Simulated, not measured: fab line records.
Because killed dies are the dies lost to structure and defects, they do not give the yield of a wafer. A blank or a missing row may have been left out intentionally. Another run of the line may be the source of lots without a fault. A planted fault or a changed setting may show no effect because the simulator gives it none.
fab line records    flow n5_finfet
record: lots: 7  wafers: 21
route steps=1938 shown SD_EPI_N@288 SD_ACTIVATION@330 SDB@353 HKMG_FIN@402 GATE_CUT@490 MOL_CONTACT_COAG@523
start_h: hours from the record's first day to the start of the lot's first wafer shown    wait_h: hours from the lot's prior step to this one    " the same as in the row above    L1.1+2: a row that stands for several wafers    - either no value or no given start    * or withheld: withheld    < > ~ a bound
route shown NAME@n: a module of which the file shows steps, and the number in the route of the first    usual: mean/standard deviation of fault-free wafers    same: alike in all rows    chamber/n: place in a boat    sites: the reading at each site    _std_site: their standard deviation    _edge_site: mean of outer sites minus mean of inner sites    radius_mm: how far each site lies from the wafer's centre    mask NAME#n: copy n    behind: the last tool/chamber to shape the wafer    hold: cause of the lot's hold/its duration in hours/its outcome    device: the transistor (n, p or np) that didn't switch    end of line: the route-end tests of the same wafers    a step without rows: its recipe alone    killed: not the wafer's yield, but the dies lost to structure and defects at the first sort    map: a wafer's dies, marking killed ones x, the rest . and places with no die _
set.NAME: the setting that was run; set.NAME@STEP: the one run at that earlier step    model.NAME: the simulator's own value behind a step, which no gauge read
lots run with intentionally changed settings; tables by step, rows by wafer
== steps ==
step: N5_SD_EPI_N_EPI_21
recipe: material: Si:P  dopant: P  temp_c: 680  pressure_torr: 255  time_s: 690
lot.wafer   tool          chamber  start_h  wait_h  set.epi_growth_time_s  model.Si-P_of_SD_EPI_N_EPI_21.thk_nm
L074.1      epi_rpcvd-02  0        51.74    0.1     690                    59.4
L074.3      "             0        "        "       750.1                  63.2
L074.6      "             0        "        "       750.1                  62.8
L080.1      epi_rpcvd-02  0        90.73    0.1     649.1                  56.4
L080.2      "             0        "        "       690                    59.4
L080.6      "             0        92.13    1.4     690                    59
L087.2+4+5  epi_rpcvd-01  0        136.67   0.4     720.5                  60.8
L088.2      epi_rpcvd-02  0        138.48   0.4     690                    59.4
L088.5      "             0        "        "       690                    59.8
L088.6      "             0        "        "       690                    59.2
L090.1      epi_rpcvd-04  0        150.41   0.2     690                    57.4
L090.3      "             0        "        "       690                    58
L090.6      "             0        152.27   1.9     690                    57.8
L093.1      epi_rpcvd-01  0        168.63   0.1     690                    60
L093.4      "             0        "        "       690                    59.2
L093.6      "             0        "        "       748.7                  63.2
L095.3+6    epi_rpcvd-01  0        180.34   0.7     690                    59.6
L095.4      "             0        "        "       690                    60.4
step: N5_SD_EPI_N_PRECLEAN_24
recipe: chemistry: O3/DIW  time_s: 60  temp_c: 22  o3_ppm: 10
lot.wafer   tool          chamber  start_h  wait_h  set.epi_growth_time_s@SD_EPI_N_EPI_21  model.Si-P_of_SD_EPI_N_EPI_21.thk_nm
L074.1      wet_bench-05  4        53.50    0.0     690                                    59
L074.3      "             3        "        "       750.1                                  62.8
L074.6      "             2        "        "       750.1                                  62.2
L080.1      wet_bench-02  7        92.48    0.0     649.1                                  56
L080.2      "             1        "        "       690                                    59
L080.6      "             0        "        "       690                                    58.6
L087.2+4+5  wet_bench-03  4,6,5    138.14   0.0     720.5                                  60.4
L088.2      wet_bench-02  6        139.95   0.0     690                                    59
L088.5      "             5        "        "       690                                    59.4
L088.6      "             1        "        "       690                                    58.8
L090.1      wet_bench-03  3        152.72   0.0     690                                    57
L090.3      "             2        "        "       690                                    57.6
L090.6      "             0        "        "       690                                    57.4
L093.1      wet_bench-02  0        170.39   0.0     690                                    59.6
L093.4      "             7        "        "       690                                    58.8
L093.6      "             6        "        "       748.7                                  62.8
L095.3+6    wet_bench-05  7,6      181.54   0.0     690                                    59.2
L095.4      "             0        "        "       690                                    60
step: N5_SD_EPI_N_SRD_25
recipe: time_s: 30  temp_c: 23  rinse_liquid: diw  dry: ipa_marangoni
step: N5_SD_EPI_N_PRECLEAN_49
recipe: chemistry: NF3:NH3  afs_cycles: 1  temp_c: 30  time_s: 20  sublimation_temp_c: 180  sublimation_time_s: 60  pressure_torr: 3  rf_power_w: 30
step: N5_SD_ACTIVATION_RTA_00
recipe: temp_c: 975  time_s: 0  ambient: N2  idle_temp_c: 600  ramp_up_c_per_s: 150  ramp_down_c_per_s: 60  cool_to_c: 600
step: N5_SD_ACTIVATION_LSA_01
recipe: temp_c: 1080  time_s: 0.0008  ambient: N2
step: N5_SD_ACTIVATION_RS_MEAS_03
recipe: thk_meas_gauge: four-point-probe
usual: RS_SD_N: 21.94/0.29  RS_SD_P: 56.0/0.98
lot.wafer  tool           chamber  start_h  wait_h  set.epi_growth_time_s@SD_EPI_N_EPI_21  RS_SD_N[ohm/sq]  RS_SD_P[ohm/sq]
L074.1     film_metro-02  -        58.99    0.2     690                                    21.91            57.3
L074.3     "              -        "        "       750.1                                  20.39            57.0
L074.6     "              -        "        "       750.1                                  20.45            58.7
L080.1     film_metro-02  -        98.09    0.2     649.1                                  23.08            56.5
L080.2     "              -        "        "       690                                    21.97            55.3
L080.6     "              -        "        "       690                                    22.19            55.7
L087.2     film_metro-02  -        143.81   0.2     720.5                                  21.12            55.9
L087.4     "              -        "        "       720.5                                  21.38            55.6
L087.5     "              -        "        "       720.5                                  21.32            55.8
L088.2     film_metro-02  -        145.25   0.2     690                                    22.01            54.9
L088.5     "              -        "        "       690                                    21.78            55.1
L088.6     "              -        "        "       690                                    22.05            55.1
L090.1     film_metro-02  -        160.71   0.2     690                                    22.44            55.4
L090.3     "              -        "        "       690                                    22.20            55.3
L090.6     "              -        "        "       690                                    22.40            54.7
L093.1     film_metro-01  -        176.61   0.2     690                                    21.44            55.5
L093.4     "              -        "        "       690                                    21.91            56.6
L093.6     "              -        "        "       748.7                                  20.45            57.1
L095.3     film_metro-02  -        187.62   0.2     690                                    21.84            56.1
L095.4     "              -        "        "       690                                    21.51            56.1
L095.6     "              -        "        "       690                                    21.66            56.2
step: N5_SDB_EXPOSE_08
recipe: mask_id: SDB  na: 1.35  source_shape: conventional  sigma_outer: 0.5  polarization: unpolarized  dose_mj: 49.6
lot.wafer   tool             chamber  start_h  wait_h  mask   set.dose_mj
L074.1+3+6  arfi_scanner-03  0        65.80    -       SDB#0  49.6
L080.1+2+6  arfi_scanner-03  0        105.19   -       SDB#0  49.6
L087.2      arfi_scanner-03  0        151.15   -       SDB#0  49.6
L087.4+5    "                0        "        "       SDB#0  47.99
L088.2+6    arfi_scanner-03  0        152.06   -       SDB#0  49.6
L088.5      "                0        "        "       SDB#0  46.31
L090.1+3+6  arfi_scanner-01  0        167.68   -       SDB#0  49.6
L093.1+4+6  arfi_scanner-03  0        183.47   -       SDB#0  48.01
L095.3+6    arfi_scanner-03  0        194.82   -       SDB#0  51.91
L095.4      "                0        "        "       SDB#0  49.6
step: N5_SDB_PEB_09
recipe: peb_temp_c: withheld  peb_time_s: 60  resist: CAR-ArF
step: N5_SDB_DEVELOP_10
recipe: develop_time_s: 30  developer: TMAH  resist: CAR-ArF  rinse_liquid: diw  dry: air_spin  dev_temp_c: 23
step: N5_SDB_CD_MEAS_11
recipe: target_cd_nm: 50  landing_energy_ev: 500  detector: se_inlens  polarity: opening
usual: cd_nm: 49.7/1.1
lot.wafer  tool       chamber  start_h  wait_h  set.dose_mj@SDB_EXPOSE_08  cd_nm
L074.1     cd_sem-03  0        65.93    -       49.6                       49.0
L074.3     "          0        "        "       49.6                       49.3
L074.6     "          0        "        "       49.6                       47.7
L080.1     cd_sem-01  0        105.32   -       49.6                       47.7
L080.2     "          0        "        "       49.6                       49.6
L080.6     "          0        "        "       49.6                       48.5
L087.2     cd_sem-03  0        151.27   -       49.6                       48.4
L087.4     "          0        "        "       47.99                      46.9
L087.5     "          0        "        "       47.99                      48.0
L088.2     cd_sem-01  0        152.18   -       49.6                       46.7
L088.5     "          0        "        "       46.31                      39.7
L088.6     "          0        "        "       49.6                       48.3
L090.1     cd_sem-01  0        167.81   -       49.6                       50.6
L090.3     "          0        "        "       49.6                       49.9
L090.6     "          0        "        "       49.6                       51.5
L093.1     cd_sem-01  0        183.60   -       48.01                      48.2
L093.4     "          0        "        "       48.01                      47.4
L093.6     "          0        "        "       48.01                      46.5
L095.3     cd_sem-02  0        194.94   -       51.91                      56.1
L095.4     "          0        "        "       49.6                       49.4
L095.6     "          0        "        "       51.91                      54.9
step: N5_HKMG_FIN_ETCH_54
recipe: chemistry: CF4  target: SiARC  target_depth_a: 455  mask_material: CAR-ArF  time_s: 75.8  ion_energy_ev: 80  pressure_mtorr: 40  source_w: 545  bias_w: 36  Ar_flow_sccm: 100  cf4_flow_sccm: 100  ends: cleared
usual: etch_rf_on_time_s: 75.9/1.9  rf_vpp_V: 183.9/1.1
lot.wafer  tool         chamber  start_h  wait_h  set.source_w  etch_rf_on_time_s  rf_vpp_V
L074.1     rie_diel-01  3        72.20    0.0     642.7         64.2               173.9
L074.3     "            0        "        "       642.7         67.7               172.7
L074.6     "            0        "        "       545           77.9               185.2
L080.1     rie_diel-06  3        113.67   0.0     626.3         65.7               176.3
L080.2     "            0        "        "       626.3         66.8               173.6
L080.6     "            3        "        "       545           74.5               183.6
L087.2     rie_diel-01  3        157.16   0.0     582.9         70.0               180.7
L087.4     "            0        "        "       582.9         74.8               179.7
L087.5     "            3        "        "       545           74.1               184.0
L088.2     rie_diel-02  1        159.18   0.0     484.1         89.3               190.0
L088.5     "            2        "        "       545           76.3               185.8
L088.6     "            0        "        "       484.1         84.8               190.6
L090.1     rie_diel-01  1        175.04   0.0     545           74.2               183.3
L090.3     "            3        "        "       545           73.3               182.3
L090.6     "            3        "        "       545           73.7               183.7
L093.1     rie_diel-06  1        190.70   0.0     545           77.2               182.6
L093.4     "            3        "        "       545           71.6               183.9
L093.6     "            2        "        "       545           75.0               186.0
L095.3     rie_diel-02  0        200.63   0.0     452.6         89.6               194.2
L095.4     "            2        "        "       452.6         90.6               197.9
L095.6     "            2        "        "       452.6         90.7               198.4
step: N5_HKMG_FIN_ETCH_55
recipe: chemistry: N2/H2  target: SOC  target_depth_a: 2400  temp_c: 40  time_s: 300  ion_energy_ev: 200  mask_material: SiARC  pressure_mtorr: 30  source_w: 840  bias_w: 150  n2_flow_sccm: 200  h2_flow_sccm: 200
lot.wafer  tool         chamber  start_h  wait_h  set.time_s  model.HKMG_FIN.feature_depth_nm  model.etch.depth_nm  model.SiARC_of_HKMG_FIN_COAT_42.thk_nm
L074.1     rie_diel-01  3        72.26    0.0     300         244.6                            244.5                21
L074.3     "            0        "        "       251.7       194.8                            194.8                24
L074.6     "            0        "        "       300         231.8                            231.8                22
L080.1     rie_diel-06  3        113.73   0.0     365.5       297                              296.9                18
L080.2     "            0        "        "       365.5       287                              286.9                19
L080.6     "            3        "        "       300         241.6                            241.7                21.2
L087.2     rie_diel-01  3        157.22   0.0     300         247.2                            247.1                20.8
L087.4     "            0        "        "       300         229.2                            229.3                22
L087.5     "            3        "        "       300         248                              248                  20.8
L088.2     rie_diel-02  1        159.24   0.0     300         226.8                            226.7                22
L088.5     "            2        "        "       300         239.6                            239.6                21.2
L088.6     "            0        "        "       240.6       192                              191.9                24.2
L090.1     rie_diel-01  1        175.09   0.0     300         241.4                            241.5                21.2
L090.3     "            3        "        "       300         242.6                            242.6                21
L090.6     "            3        "        "       300         243                              243.1                21.2
L093.1     rie_diel-06  1        190.76   0.0     338.7       266.2                            266.2                19.4
L093.4     "            3        "        "       338.7       281.4                            281.5                18.6
L093.6     "            2        "        "       300         237.8                            237.8                21.2
L095.3     rie_diel-02  0        200.68   0.0     300         240.4                            240.3                21.6
L095.4     "            2        "        "       348.3       276.2                            276.3                19.2
L095.6     "            2        "        "       348.3       274.6                            274.6                19.4
step: N5_GATE_CUT_DESCUM_18
recipe: chemistry: O2  time_s: 7  source_power_w: 50  bias_power_w: 20  pressure_mtorr: 20  rf_frequency_hz: 2.712e+07  temp_c: 40  resist: CAR-EUV  o2_flow_sccm: 225
lot.wafer   tool         chamber  start_h  wait_h  set.time_s  model.CAR-EUV_of_GATE_CUT_COAT_07.thk_nm
L074.1      rie_diel-04  2        84.16    0.0     7.768       25.6
L074.3      "            3        "        "       7           26.2
L074.6      "            3        "        "       7           26
L080.1+2+6  rie_diel-05  3,2,0    126.10   0.3     7           26.2
L087.2+5    rie_diel-05  1        169.41   0.0     5.729       26.8
L087.4      "            0        "        "       7           26
L088.2+5    rie_diel-04  0,1      171.44   0.0     7           26
L088.6      "            2        "        "       5.586       26.8
L090.1+3+6  rie_diel-05  2,0,3    186.89   0.1     7           26
L093.1      rie_diel-05  3        202.19   0.1     7.606       25.6
L093.4      "            2        "        "       7           26
L093.6      "            1        "        "       7.606       25.8
L095.3      rie_diel-05  0        213.46   0.2     7           26
L095.4+6    "            1        "        "       7.819       25.8
step: N5_GATE_CUT_ETCH_28
recipe: chemistry: N2/H2  target: underlayer  target_depth_a: 130  mask_material: CAR-EUV  time_s: 10.4  ion_energy_ev: 200  pressure_mtorr: 30  source_w: 840  bias_w: 150  n2_flow_sccm: 200  h2_flow_sccm: 200  ends: cleared
lot.wafer  tool         chamber  start_h  wait_h  set.time_s@GATE_CUT_DESCUM_18  model.CAR-EUV_of_GATE_CUT_COAT_07.thk_nm
L074.1     rie_diel-04  2        84.19    0.0     7.768                          14.2
L074.3     "            3        "        "       7                              14.8
L074.6     "            3        "        "       7                              14.6
L080.1+6   rie_diel-05  3,0      126.14   0.0     7                              14.8
L080.2     "            2        "        "       7                              14.6
L087.2+5   rie_diel-05  1        169.44   0.0     5.729                          15.2
L087.4     "            0        "        "       7                              14.6
L088.2+5   rie_diel-04  0,1      171.47   0.0     7                              14.4
L088.6     "            2        "        "       5.586                          15.4
L090.1+3   rie_diel-05  2,0      186.93   0.0     7                              14.6
L090.6     "            3        "        "       7                              14.8
L093.1+6   rie_diel-05  3,1      202.22   0.0     7.606                          14.2
L093.4     "            2        "        "       7                              14.4
L095.3     rie_diel-05  0        213.50   0.0     7                              14.6
L095.4     "            1        "        "       7.819                          14.2
L095.6     "            1        "        "       7.819                          14.4
step: N5_MOL_CONTACT_COAG_EXPOSE_05
recipe: mask_id: CA  na: 0.33  source_shape: annular  sigma_inner: 0.4  sigma_outer: 0.8  polarization: unpolarized  defocus_nm: 0  dose_mj: 38.25
lot.wafer   tool            chamber  start_h  wait_h  mask  set.dose_mj
L074.1+3    euv_scanner-01  0        87.81    -       CA#0  40.68
L074.6      "               0        "        "       CA#0  38.25
L080.1+2+6  euv_scanner-01  0        129.71   -       CA#0  38.25
L087.2+5    euv_scanner-01  0        173.17   -       CA#0  39.47
L087.4      "               0        "        "       CA#0  38.25
L088.2+5+6  euv_scanner-01  0        174.98   -       CA#0  38.25
L090.1+3+6  euv_scanner-02  0        191.47   -       CA#0  38.25
L093.1      euv_scanner-02  0        205.79   -       CA#0  39.99
L093.4+6    "               0        "        "       CA#0  38.25
L095.3+4+6  euv_scanner-02  0        217.40   -       CA#0  38.25
step: N5_MOL_CONTACT_COAG_PEB_06
recipe: peb_temp_c: 100  peb_time_s: 60  resist: CAR-EUV
step: N5_MOL_CONTACT_COAG_DEVELOP_07
recipe: develop_time_s: 30  developer: TMAH  resist: CAR-EUV  rinse_liquid: surfactant_rinse  dry: air_spin  dev_temp_c: 23
step: N5_MOL_CONTACT_COAG_CD_MEAS_08
recipe: target_cd_nm: 28  landing_energy_ev: 500  detector: se_inlens  polarity: opening
usual: cd_nm: 28.00/0.25
lot.wafer  tool       chamber  start_h  wait_h  set.dose_mj@MOL_CONTACT_COAG_EXPOSE_05  cd_nm
L074.1     cd_sem-03  0        87.94    -       40.68                                   29.17
L074.3     "          0        "        "       40.68                                   29.16
L074.6     "          0        "        "       38.25                                   27.81
L080.1     cd_sem-02  0        129.84   -       38.25                                   28.04
L080.2     "          0        "        "       38.25                                   28.33
L080.6     "          0        "        "       38.25                                   27.92
L087.2     cd_sem-02  0        173.30   -       39.47                                   28.67
L087.4     "          0        "        "       38.25                                   28.16
L087.5     "          0        "        "       39.47                                   28.66
L088.2     cd_sem-01  0        175.10   -       38.25                                   27.78
L088.5     "          0        "        "       38.25                                   27.82
L088.6     "          0        "        "       38.25                                   28.31
L090.1     cd_sem-03  0        191.60   -       38.25                                   27.82
L090.3     "          0        "        "       38.25                                   28.13
L090.6     "          0        "        "       38.25                                   28.18
L093.1     cd_sem-03  0        205.93   -       39.99                                   28.72
L093.4     "          0        "        "       38.25                                   27.46
L093.6     "          0        "        "       38.25                                   28.05
L095.3     cd_sem-02  0        217.52   -       38.25                                   27.96
L095.4     "          0        "        "       38.25                                   27.95
L095.6     "          0        "        "       38.25                                   27.46
step: N5_MOL_CONTACT_COAG_DESCUM_13
recipe: chemistry: O2  time_s: 7  source_power_w: 50  bias_power_w: 20  pressure_mtorr: 20  rf_frequency_hz: 2.712e+07  temp_c: 40  resist: CAR-EUV  o2_flow_sccm: 225
step: N5_MOL_CONTACT_COAG_ETCH_59
recipe: chemistry: N2/H2  target: underlayer  target_depth_a: 130  mask_material: CAR-EUV  time_s: 10.4  ion_energy_ev: 200  pressure_mtorr: 30  source_w: 840  bias_w: 150  n2_flow_sccm: 200  h2_flow_sccm: 200  ends: cleared
lot.wafer   tool         chamber  start_h  wait_h  set.dose_mj@MOL_CONTACT_COAG_EXPOSE_05  model.MOL_CONTACT_COAG.cd_offset_nm
L074.1      rie_diel-06  1        88.16    0.0     40.68                                   1.4
L074.3      "            3        "        "       40.68                                   1.2
L074.6      "            1        "        "       38.25                                   0.2
L080.1      rie_diel-02  3        130.00   0.0     38.25                                   0.2
L080.2+6    "            1,2      "        "       38.25                                   0
L087.2+5    rie_diel-06  2,0      173.45   0.0     39.47                                   0.6
L087.4      "            3        "        "       38.25                                   0.2
L088.2      rie_diel-06  1        175.43   0.0     38.25                                   0.4
L088.5      "            3        "        "       38.25                                   0
L088.6      "            2        "        "       38.25                                   0.2
L090.1      rie_diel-02  3        191.80   0.0     38.25                                   0.2
L090.3+6    "            1,3      "        "       38.25                                   0
L093.1      rie_diel-02  0        206.25   0.0     39.99                                   0.8
L093.4      "            1        "        "       38.25                                   -0.2
L093.6      "            2        "        "       38.25                                   0
L095.3+4+6  rie_diel-01  0,2,2    218.68   0.0     38.25                                   -0.2
step: N5_MOL_CONTACT_COAG_ETCH_105
recipe: chemistry: CF4  target: SiARC  target_depth_a: 156  mask_material: CAR-EUV  time_s: 26  ion_energy_ev: 80  pressure_mtorr: 40  source_w: 545  bias_w: 36  Ar_flow_sccm: 100  cf4_flow_sccm: 100  ends: cleared
lot.wafer   tool         chamber  start_h  wait_h  set.dose_mj@MOL_CONTACT_COAG_EXPOSE_05  model.MOL_CONTACT_COAG.cd_offset_nm
L074.1      rie_diel-06  1        88.18    0.0     40.68                                   1.4
L074.3      "            3        "        "       40.68                                   1.2
L074.6      "            1        "        "       38.25                                   0.2
L080.1      rie_diel-02  3        130.02   0.0     38.25                                   0.2
L080.2+6    "            1,2      "        "       38.25                                   0
L087.2+5    rie_diel-06  2,0      173.47   0.0     39.47                                   0.6
L087.4      "            3        "        "       38.25                                   0
L088.2      rie_diel-06  1        175.45   0.0     38.25                                   0.4
L088.5      "            3        "        "       38.25                                   0
L088.6      "            2        "        "       38.25                                   0.2
L090.1+3+6  rie_diel-02  3,1,3    191.82   0.0     38.25                                   0
L093.1      rie_diel-02  0        206.27   0.0     39.99                                   0.8
L093.4      "            1        "        "       38.25                                   -0.2
L093.6      "            2        "        "       38.25                                   0
L095.3+6    rie_diel-01  0,2      218.69   0.0     38.25                                   -0.2
L095.4      "            2        "        "       38.25                                   -0.4
step: N5_MOL_CONTACT_COAG_CONTACT_ETCH_14
recipe: chemistry: C4F6/O2  target: SiO2  target_depth_a: 275  overetch_a: 85  mask_material: SOC  pressure_mtorr: 30  source_w: 370  bias_w: 185  Ar_flow_sccm: 300  C4F6_flow_sccm: 16  O2_flow_sccm: 10  time_s: 20  ion_energy_ev: 259.6
usual: rf_vpp_V: 692/3.3
lot.wafer  tool         chamber  start_h  wait_h  set.source_w  rf_vpp_V
L074.1     rie_diel-06  1        88.31    0.0     390.8         687
L074.3     "            3        "        "       390.8         675
L074.6     "            1        "        "       370           693
L080.1     rie_diel-02  3        130.15   0.0     370           689
L080.2     "            1        "        "       370           688
L080.6     "            2        "        "       370           687
L087.2     rie_diel-06  2        173.60   0.0     370           694
L087.4     "            3        "        "       370           691
L087.5     "            0        "        "       370           698
L088.2     rie_diel-06  1        175.57   0.0     416.1         674
L088.5     "            3        "        "       370           690
L088.6     "            2        "        "       370           693
L090.1     rie_diel-02  3        191.95   0.0     370           687
L090.3     "            1        "        "       370           688
L090.6     "            3        "        "       370           687
L093.1     rie_diel-02  0        206.40   0.0     370           689
L093.4     "            1        "        "       370           687
L093.6     "            2        "        "       370           698
L095.3     rie_diel-01  0        218.82   0.0     324.4         726
L095.4     "            2        "        "       324.4         718
L095.6     "            2        "        "       370           690
step: N5_MOL_CONTACT_COAG_ETCH_124
recipe: chemistry: CH3F/O2  target: SiNx  target_depth_a: 65  mask_material: SOC  stop_on: SiOC  over_etch_frac: 0.3  ion_energy_ev: 120  pressure_mtorr: 30  source_w: 395  bias_w: 73  Ar_flow_sccm: 150  CH3F_flow_sccm: 30  O2_flow_sccm: 20  ends: end_point
usual: rf_vpp_V: 294/5.3
lot.wafer  tool         chamber  start_h  wait_h  set.source_w  rf_vpp_V
L074.1     rie_diel-06  1        100.22   0.0     395           304
L074.3     "            3        "        "       395           295
L074.6     "            3        "        "       355.4         309
L080.1     rie_diel-02  1        142.77   0.0     374.6         302
L080.2     "            0        "        "       395           290
L080.6     "            3        "        "       374.6         300
L087.2     rie_diel-06  2        188.79   0.0     395           297
L087.4     "            0        "        "       395           287
L087.5     "            0        "        "       395           287
L088.2     rie_diel-02  0        191.12   0.0     395           290
L088.5     "            1        "        "       331           321
L088.6     "            0        "        "       331           313
L090.1     rie_diel-06  3        206.34   0.0     395           295
L090.3     "            1        "        "       395           301
L090.6     "            1        "        "       395           302
L093.1     rie_diel-06  0        219.71   0.0     395           286
L093.4     "            3        "        "       395           294
L093.6     "            3        "        "       395           293
L095.3     rie_diel-06  2        229.49   0.0     395           295
L095.4     "            3        "        "       395           294
L095.6     "            3        "        "       348.4         313
step: N5_MOL_CONTACT_COAG_CVD_140
recipe: material: W  target_thk_a: 665  mode: selective_fill  temp_c: 300  time_s: 215
lot.wafer  tool      chamber  start_h  wait_h  set.target_thk_a  model.W_of_MOL_CONTACT_COAG_CVD_140.thk_nm
L074.1     cvd_w-02  1        100.68   0.1     709.6             71
L074.3     "         1        "        "       709.6             71.6
L074.6     "         0        "        "       709.6             70.6
L080.1+6   cvd_w-01  1,0      143.23   0.1     665               66.6
L080.2     "         0        "        "       665               66.2
L087.2     cvd_w-01  1        189.24   0.1     665               66
L087.4     "         0        "        "       665               66.2
L087.5     "         1        "        "       709.4             71
L088.2     cvd_w-02  0        191.74   0.2     688               68.6
L088.5     "         0        "        "       688               68.4
L088.6     "         0        "        "       688               68.2
L090.1     cvd_w-02  0        206.89   0.1     665               67.2
L090.3+6   "         0        "        "       665               66
L093.1     cvd_w-01  1        221.03   0.9     592.9             59.8
L093.4     "         1        "        "       592.9             60.2
L093.6     "         1        "        "       665               66.8
L095.3     cvd_w-02  0        230.02   0.1     665               65.4
L095.4+6   "         1,0      "        "       665               66.4
== key ==
split: step: N5_SD_EPI_N_EPI_21  setting: epi_growth_time_s  stated: 690  by: wafer
response: step: N5_SD_EPI_N_EPI_21  reading: model.Si-P_of_SD_EPI_N_EPI_21.thk_nm  change: +0.429  per: 1%  r: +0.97
response: step: N5_SD_EPI_N_PRECLEAN_24  reading: model.Si-P_of_SD_EPI_N_EPI_21.thk_nm  change: +0.424  per: 1%  r: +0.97
response: step: N5_SD_ACTIVATION_RS_MEAS_03  reading: RS_SD_N  change: -0.16  per: 1%  r: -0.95
split: step: N5_SDB_EXPOSE_08  setting: dose_mj  stated: 49.6  by: wafer
response: step: N5_SDB_CD_MEAS_11  reading: cd_nm  change: +1.1  per: 1%  r: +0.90
split: step: N5_HKMG_FIN_ETCH_54  setting: source_w  stated: 545  by: wafer
response: step: N5_HKMG_FIN_ETCH_54  reading: etch_rf_on_time_s  change: *  per: 1%  r: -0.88
response: step: N5_HKMG_FIN_ETCH_54  reading: rf_vpp_V  change: -0.585  per: 1%  r: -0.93
split: step: N5_HKMG_FIN_ETCH_55  setting: time_s  stated: 300  by: wafer
response: step: N5_HKMG_FIN_ETCH_55  reading: model.HKMG_FIN.feature_depth_nm  change: +2.34  per: 1%  r: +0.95
response: step: N5_HKMG_FIN_ETCH_55  reading: model.etch.depth_nm  change: +2.34  per: 1%  r: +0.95
response: step: N5_HKMG_FIN_ETCH_55  reading: model.SiARC_of_HKMG_FIN_COAT_42.thk_nm  change: -0.139  per: 1%  r: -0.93
split: step: N5_GATE_CUT_DESCUM_18  setting: time_s  stated: 7  by: wafer
response: step: N5_GATE_CUT_DESCUM_18  reading: model.CAR-EUV_of_GATE_CUT_COAT_07.thk_nm  change: -0.0384  per: 1%  r: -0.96
response: step: N5_GATE_CUT_ETCH_28  reading: model.CAR-EUV_of_GATE_CUT_COAT_07.thk_nm  change: -0.0391  per: 1%  r: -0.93
split: step: N5_MOL_CONTACT_COAG_EXPOSE_05  setting: dose_mj  stated: 38.25  by: wafer
response: step: N5_MOL_CONTACT_COAG_CD_MEAS_08  reading: cd_nm  change: +0.204  per: 1%  r: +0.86
response: step: N5_MOL_CONTACT_COAG_ETCH_59  reading: model.MOL_CONTACT_COAG.cd_offset_nm  change: +0.174  per: 1%  r: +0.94
response: step: N5_MOL_CONTACT_COAG_ETCH_105  reading: model.MOL_CONTACT_COAG.cd_offset_nm  change: +0.182  per: 1%  r: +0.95
split: step: N5_MOL_CONTACT_COAG_CONTACT_ETCH_14  setting: source_w  stated: 370  by: wafer
response: step: N5_MOL_CONTACT_COAG_CONTACT_ETCH_14  reading: rf_vpp_V  change: -1.99  per: 1%  r: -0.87
split: step: N5_MOL_CONTACT_COAG_ETCH_124  setting: source_w  stated: 395  by: wafer
response: step: N5_MOL_CONTACT_COAG_ETCH_124  reading: rf_vpp_V  change: -1.54  per: 1%  r: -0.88
split: step: N5_MOL_CONTACT_COAG_CVD_140  setting: target_thk_a  stated: 665  by: wafer
response: step: N5_MOL_CONTACT_COAG_CVD_140  reading: model.W_of_MOL_CONTACT_COAG_CVD_140.thk_nm  change: +0.657  per: 1%  r: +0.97
